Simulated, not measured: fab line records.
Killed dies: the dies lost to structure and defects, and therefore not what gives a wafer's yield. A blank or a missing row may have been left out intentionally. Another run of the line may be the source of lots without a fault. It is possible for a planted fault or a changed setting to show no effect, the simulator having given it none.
Matching of chambers	flow n5-finfet	3 sister chambers for N5_BEOL_M10_DEP_56 on pecvd-02
The step deposits SiCN from 3MS/NH3, target thk 15 nm, time 26.5 s. 6 wafers are shown with their chamber, then 7 later ones without.

== WAFERS PAIRED WITH THEIR CHAMBERS ==
wafer	chamber	throttle-valve-pct (%)	showerhead-plenum-p-Torr (Torr)
L077.3	2	8.9	3.668
L077.4	1	9.1	3.654
L077.5	2	8.9	3.664
L077.6	0	9.1	3.671
L081.1	1	8.8	3.671
L081.2	0	9.3	3.665

== WAFERS WITH NO CHAMBER GIVEN ==
wafer	throttle-valve-pct (%)	showerhead-plenum-p-Torr (Torr)
L081.6	8.9	3.666
L086.2	8.9	3.660
L086.3	9.2	3.657
L086.6	9.2	3.660
L091.1	8.7	3.661
L091.4	9.1	3.677
L091.5	9.0	3.663

== EACH ONE'S CHAMBER ==
wafer	from the rows above	in truth
L081.6	can't be placed: 2 or 1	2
L086.2	can't be placed: 1 or 2 or 0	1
L086.3	can't be placed: 0 or 1 or 2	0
L086.6	can't be placed: 0 or 1 or 2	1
L091.1	can't be placed: 2 or 1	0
L091.4	can't be placed: 0 or 2 or 1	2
L091.5	can't be placed: 1 or 2 or 0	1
Correctly placed: 0 of 7. Not placeable from these rows: 7 (in 6, the candidates include the true chamber). 0 placed wrongly.
How it was worked out, from the rows above alone: a wafer's distance from a chamber is the root of the sum, over the readings, of the square of ((its reading less the chamber's mean) divided by the reading's scatter). The wafer belongs to the nearest chamber; if the next one is less than 2 further off, it can't be placed. The mean given for a chamber averages the wafers shown for that chamber. The scatter: take each reading less its chamber's mean, square it, sum over the shown wafers, divide by the number of wafers less the number of chambers, and take the root.
